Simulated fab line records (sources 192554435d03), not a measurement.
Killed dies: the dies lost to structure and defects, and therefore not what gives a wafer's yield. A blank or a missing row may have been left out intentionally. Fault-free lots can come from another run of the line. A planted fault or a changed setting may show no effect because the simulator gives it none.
Chamber matching ; flow n5Finfet ; N5_BEOL_M6_PECVD_70 on pecvd-02: 3 sister chambers
The step deposits SiO2 from TEOS/O2, target thk 20 nm, time 22.7 s. 3 wafers are shown with their chamber, then 9 later ones without.

WAFERS WITH THEIR CHAMBER
wafer;chamber;throttleValvePct (%)
L086.1;1;22.5
L086.2;2;20.4
L086.3;0;22.3

WAFERS WHOSE CHAMBER IS MISSING
wafer;throttleValvePct (%)
L089.2;20.6
L089.3;22.4
L089.5;20.5
L094.1;22.6
L094.3;20.5
L094.4;20.7
L097.2;22.2
L097.3;20.7
L097.4;22.4

WHICH CHAMBER EACH ONE RAN IN
wafer;from the rows above;in truth
L089.2;2;2
L089.3;can't be placed: 0 or 1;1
L089.5;2;2
L094.1;can't be placed: 1 or 0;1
L094.3;2;2
L094.4;2;2
L097.2;can't be placed: 0 or 1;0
L097.3;2;2
L097.4;can't be placed: 0 or 1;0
5 of 9 placed correctly. Can't be placed from these rows: 4 (the true chamber is among the candidates in 4). Wrongly placed: 0.
How it was worked out, from the rows above alone: a wafer's distance from a chamber is the root of the sum, over the readings, of the square of ((its reading less the chamber's mean) divided by the reading's scatter). The wafer belongs to the nearest chamber; if the next one is less than 2 further off, it can't be placed. The mean given for a chamber averages the wafers shown for that chamber. The scatter (one wafer shown for each chamber): square how far every hidden wafer sits from the nearest shown wafer, average those squares and take the square root.
